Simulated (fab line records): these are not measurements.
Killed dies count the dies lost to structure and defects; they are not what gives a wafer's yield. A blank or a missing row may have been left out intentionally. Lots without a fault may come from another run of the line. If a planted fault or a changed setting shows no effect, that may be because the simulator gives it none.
Chamber matching    flow nandHarc    NHARC_A_CONTACT_DEP_85 on pecvd-02: 3 sister chambers
The step deposits SiON, target thk 50 nm. 6 wafers are shown with their chamber, then 8 later ones without.

## WAFERS WITH THEIR CHAMBER
wafer   chamber  heaterPowerW (W)  chamberPressureTorr (Torr)
L086.1  1        683               3.498
L086.2  0        747               3.488
L088.1  2        642               3.507
L088.2  1        842               3.502
L088.5  0        717               3.495
L089.2  2        576               3.517

## WAFERS WHOSE CHAMBER IS MISSING
wafer   heaterPowerW (W)  chamberPressureTorr (Torr)
L089.3  696               3.498
L089.6  688               3.497
L092.1  747               3.497
L092.2  787               3.495
L092.3  624               3.499
L096.4  820               3.506
L096.5  592               3.497
L096.6  780               3.503

## EACH ONE'S CHAMBER
wafer   from the rows above           in truth
L089.3  can't be placed: 1 or 0 or 2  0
L089.6  can't be placed: 1 or 0 or 2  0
L092.1  can't be placed: 1 or 0       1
L092.2  can't be placed: 1 or 0       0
L092.3  can't be placed: 1 or 0 or 2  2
L096.4  can't be placed: 1 or 0 or 2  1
L096.5  can't be placed: 0 or 1 or 2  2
L096.6  can't be placed: 1 or 0       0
Correct placement for 0 of the 8. These rows do not allow placing 8 (true chamber among the candidates in 8). Number placed wrongly: 0.
How it was worked out, from the rows above alone: a wafer's distance from a chamber is the root of the sum, over the readings, of the square of ((its reading less the chamber's mean) divided by the reading's scatter). The wafer belongs to the nearest chamber; if the next one is less than 2 further off, it can't be placed. Each chamber's mean is taken over the wafers shown for it. The scatter is the square root of a quotient: the sum, over the shown wafers, of each reading's squared deviation from its chamber's mean, divided by wafers minus chambers.
